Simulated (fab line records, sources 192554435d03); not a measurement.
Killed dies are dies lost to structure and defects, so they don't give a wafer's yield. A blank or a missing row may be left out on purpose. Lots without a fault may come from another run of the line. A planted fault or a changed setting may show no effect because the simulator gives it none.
Chamber matching | flow n5_finfet | N5_SD_EPI_N_ETCH_16 on rie_diel-06: 4 sister chambers
The step etches SiO2 in CHF3/O2, target depth 5 nm. 7 wafers are shown with their chamber, then 8 later ones without.

WAFERS WITH THEIR CHAMBER
wafer  | chamber | drypump_motor_current_A (A) | rf_vpp_V (V)
L077.3 | 3       | 5.0                         | 505
L092.2 | 1       | 6.3                         | 505
L092.3 | 0       | 5.1                         | 507
L093.2 | 0       | 5.2                         | 507
L093.5 | 2       | 5.8                         | 521
L093.6 | 1       | 6.4                         | 504
L095.1 | 2       | 5.8                         | 522

WAFERS WITHOUT THEIR CHAMBER
wafer  | drypump_motor_current_A (A) | rf_vpp_V (V)
L095.2 | 6.4                         | 503
L095.3 | 5.2                         | 507
L097.1 | 5.1                         | 505
L097.2 | 5.8                         | 522
L097.3 | 5.2                         | 506
L097.4 | 6.4                         | 505
L097.5 | 5.2                         | 506
L097.6 | 5.1                         | 507

WHICH CHAMBER EACH WENT THROUGH
wafer  | from the rows above     | in truth
L095.2 | 1                       | 1
L095.3 | 0                       | 0
L097.1 | can't be placed: 3 or 0 | 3
L097.2 | 2                       | 2
L097.3 | can't be placed: 0 or 3 | 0
L097.4 | 1                       | 1
L097.5 | can't be placed: 0 or 3 | 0
L097.6 | 0                       | 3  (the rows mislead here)
Placed correctly: 4 of 8. Can't be placed from these rows: 3 (the true chamber is among the candidates in 3). Placed wrongly: 1.
How it was worked out, from the rows above alone: a wafer's distance from a chamber is the root of the sum, over the readings, of the square of ((its reading less the chamber's mean) divided by the reading's scatter). The wafer belongs to the nearest chamber; if the next one is less than 2 further off, it can't be placed. A chamber's mean is the mean of its shown wafers. The scatter: the root of (the sum of the squares of (reading less its chamber's mean) over the shown wafers, divided by (wafers less chambers)).
